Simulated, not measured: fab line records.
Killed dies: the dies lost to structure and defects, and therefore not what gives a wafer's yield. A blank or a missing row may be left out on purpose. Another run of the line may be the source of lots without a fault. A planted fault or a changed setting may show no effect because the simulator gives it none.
Matching of chambers	flow nand_harc	4 sister chambers for NHARC_A_WL_FILL_CMP_12 on cmp-01
The step polishes, t overpolish 30 s, target thk 100 nm. 4 wafers are shown with their chamber, then 7 later ones without.

== WAFERS PAIRED WITH THEIR CHAMBERS ==
wafer	chamber	motor_current_A (A)
L450.1	3	11.3
L450.6	1	12.6
L455.1	0	12.2
L455.2	2	9.8

== WAFERS WHOSE CHAMBER IS MISSING ==
wafer	motor_current_A (A)
L455.3	13.0
L465.1	12.7
L465.4	12.2
L465.5	10.2
L467.3	12.7
L467.5	12.4
L467.6	11.4

== THE CHAMBER EACH PASSED THROUGH ==
wafer	from the rows above	in truth
L455.3	can't be placed: 1 or 0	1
L465.1	can't be placed: 1 or 0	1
L465.4	can't be placed: 0 or 1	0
L465.5	2	2
L467.3	can't be placed: 1 or 0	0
L467.5	can't be placed: 1 or 0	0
L467.6	3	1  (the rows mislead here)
Correctly placed: 1 of 7. Can't be placed from these rows: 5 (the true chamber is among the candidates in 5). Placed wrongly: 1.
How it was worked out, from the rows above alone: a wafer's distance from a chamber is the root of the sum, over the readings, of the square of ((its reading less the chamber's mean) divided by the reading's scatter). If the next closest chamber is less than 2 further off than the closest, the wafer can't be placed; otherwise it belongs to the closest. A chamber's mean is the mean of its shown wafers. The scatter: with one shown wafer a chamber, the root of the mean of the squares of how far each hidden wafer lies from its nearest shown one.
